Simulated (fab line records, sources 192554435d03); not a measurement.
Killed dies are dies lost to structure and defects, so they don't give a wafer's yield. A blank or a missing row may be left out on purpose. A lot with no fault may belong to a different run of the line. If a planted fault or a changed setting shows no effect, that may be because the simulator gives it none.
Matching of chambers	flow n5Finfet	N5_PASSIVATION_PECVD_35 on pecvd-03: 3 sister chambers
The step deposits SiNx from SiH4/NH3/N2, target thk 700 nm, time 151.3 s. 14 wafers are shown with their chamber, then 6 later ones without.

== EACH WAFER AND ITS CHAMBER ==
wafer	chamber	throttleValvePct (%)	showerheadPlenumPTorr (Torr)	heaterPowerW (W)
L524.2	2	26.1	8.67	391
L524.3	0	33.0	8.74	251
L524.4	2	26.4	8.70	428
L525.2	2	26.4	8.71	355
L525.3	0	32.8	8.75	289
L525.6	1	27.9	8.66	358
L529.2	1	27.8	8.67	524
L529.4	0	33.1	8.72	299
L529.5	2	26.2	8.67	447
L531.2	1	28.0	8.67	431
L531.3	2	26.3	8.68	451
L531.6	2	26.0	8.68	472
L534.3	1	28.0	8.68	465
L534.5	1	28.0	8.67	497

SIGNATURES (averages over the wafers above)
reading	chamber 0	chamber 1	chamber 2	scatter within a chamber
throttleValvePct	32.967	27.940	26.233	0.139
showerheadPlenumPTorr	8.7367	8.6700	8.6850	0.0135
heaterPowerW	279.67	455.00	424.00	49.8
Rule: a wafer's distance from a chamber is the root of the sum, over the readings, of the square of ((its reading less the chamber's mean) divided by the reading's scatter). If the next closest chamber is less than 2 further off than the closest, the wafer can't be placed; otherwise it belongs to the closest. The scatter: the root of (the sum of the squares of (reading less its chamber's mean) over the shown wafers, divided by (wafers less chambers)).

== WAFERS MISSING THEIR CHAMBER ==
wafer	throttleValvePct (%)	showerheadPlenumPTorr (Torr)	heaterPowerW (W)
L534.6	32.9	8.75	379
L535.1	27.7	8.67	521
L535.5	27.9	8.66	357
L538.1	26.5	8.70	460
L538.2	32.9	8.74	261
L538.4	26.2	8.68	329

== CHAMBER TAKEN BY EACH ==
wafer	from the rows above	in truth
L534.6	0	0
L535.1	1	1
L535.5	1	1
L538.1	2	2
L538.2	0	0
L538.4	2	2
Correctly placed: 6 of 6. Left unplaced by these rows: 0. Number placed wrongly: 0.
